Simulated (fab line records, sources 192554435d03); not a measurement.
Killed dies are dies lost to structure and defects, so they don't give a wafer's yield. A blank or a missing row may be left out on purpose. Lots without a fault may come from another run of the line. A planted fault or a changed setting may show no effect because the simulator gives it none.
Split-lot experiment | flow n5_finfet | 7 lots, 21 wafers read, on a route of 1938 steps

THE SPLIT
At N5_BEOL_M7_VIA_ETCH_34 (etches SiCOH lowk in C4F6/O2, target depth 125.5 nm, time 50.5 s), the setting source_w was moved away from the recipe's 345 W on 6 of the 21 wafers read, by -15.9% to +4.5%. The other wafers ran this setting at the recipe's value.

The reading is taken at the split's own step.

THE READING
rf_vpp_V, in V, at N5_BEOL_M7_VIA_ETCH_34 (etches SiCOH lowk in C4F6/O2, target depth 125.5 nm, time 50.5 s). Fault-free wafers of this fab line usually give 661 V, standard deviation 8.3 V.

wafer  | tool, chamber at the split | source_w as run, W | against the recipe | rf_vpp_V, V | against lot-mates on the recipe
L074.2 | rie_diel-04, 2             | 315.9              | -8.4%              | 687         | +21
L074.3 | rie_diel-04, 0             | 315.9              | -8.4%              | 687         | +21
L074.5 | rie_diel-04, 1             | 345                | recipe             | 666         | -
L076.1 | rie_diel-04, 2             | 345                | recipe             | 657         | -
L076.4 | rie_diel-04, 3             | 345                | recipe             | 675         | -
L076.6 | rie_diel-04, 1             | 345                | recipe             | 665         | -
L077.1 | rie_diel-03, 2             | 345                | recipe             | 648         | -
L077.4 | rie_diel-03, 1             | 326.5              | -5.4%              | 668         | +20
L077.6 | rie_diel-03, 0             | 326.5              | -5.4%              | 684         | +36
L081.3 | rie_diel-03, 1             | 345                | recipe             | 651         | -
L081.4 | rie_diel-03, 3             | 290.3              | -15.9%             | 715         | +57
L081.5 | rie_diel-03, 0             | 345                | recipe             | 665         | -
L092.1 | rie_diel-01, 0             | 345                | recipe             | 655         | -
L092.4 | rie_diel-01, 2             | 345                | recipe             | 669         | -
L092.6 | rie_diel-01, 3             | 345                | recipe             | 660         | -
L094.2 | rie_diel-04, 0             | 360.6              | +4.5%              | 641         | -24
L094.5 | rie_diel-04, 0             | 345                | recipe             | 653         | -
L094.6 | rie_diel-04, 1             | 345                | recipe             | 677         | -
L097.1 | rie_diel-03, 0             | 345                | recipe             | 665         | -
L097.3 | rie_diel-03, 2             | 345                | recipe             | 648         | -
L097.5 | rie_diel-03, 2             | 345                | recipe             | 648         | -

THE FIT
A straight line over all 21 wafers: rf_vpp_V changes by -3.39 V for each +1% of source_w; r = -0.87; the points scatter about the line by 8.8 V.
The same after taking each lot's own level away (the mean of its wafers on the recipe; 21 wafers): -3.56 V for each +1%; r = -0.89; scatter 8.4 V.
On that fit, the largest move of source_w shifts the reading by 57 V.
The lots' own levels span 648.0 to 666.0 V, that is 2.2 times the standard deviation above.
So the lot-to-lot level changes the slope little: the two slopes agree.
Check: with one of the wafers moved furthest among these (-15.9%) left out of the fit, the line predicts +55.2 V for it against its lot-mates. It came out at +57 V against them.
Tool readings at the split's step, against how far the setting was moved: rf_vpp_V r = -0.87.

OTHER SPLITS ON THESE WAFERS
These wafers also went through other splits before the reading. Each is held against what the fit with the lots' levels taken away leaves over:
other split on the same wafers | wafers away from the commonest value | r with rf_vpp_V (lot level and that fit taken away)
N5_BEOL_M3_DESCUM_33 time_s    | 2                                    | +0.52
N5_BEOL_M4_COAT_22 spin_rpm    | 5                                    | +0.12
N5_BEOL_M4_EXPOSE_25 dose_mj   | 6                                    | +0.07
N5_BEOL_M4_DESCUM_33 time_s    | 6                                    | +0.33
N5_BEOL_M4_ALD_98 ald_cycles   | 7                                    | +0.19
N5_BEOL_M5_COAT_74 spin_rpm    | 6                                    | +0.22
N5_BEOL_M5_EXPOSE_25 dose_mj   | 5                                    | +0.13
N5_BEOL_M6_VIA_ETCH_34 time_s  | 6                                    | +0.09

THE FILE'S OWN FIT
rf_vpp_V changes by -3.61 V for each +1% of source_w, r = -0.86.
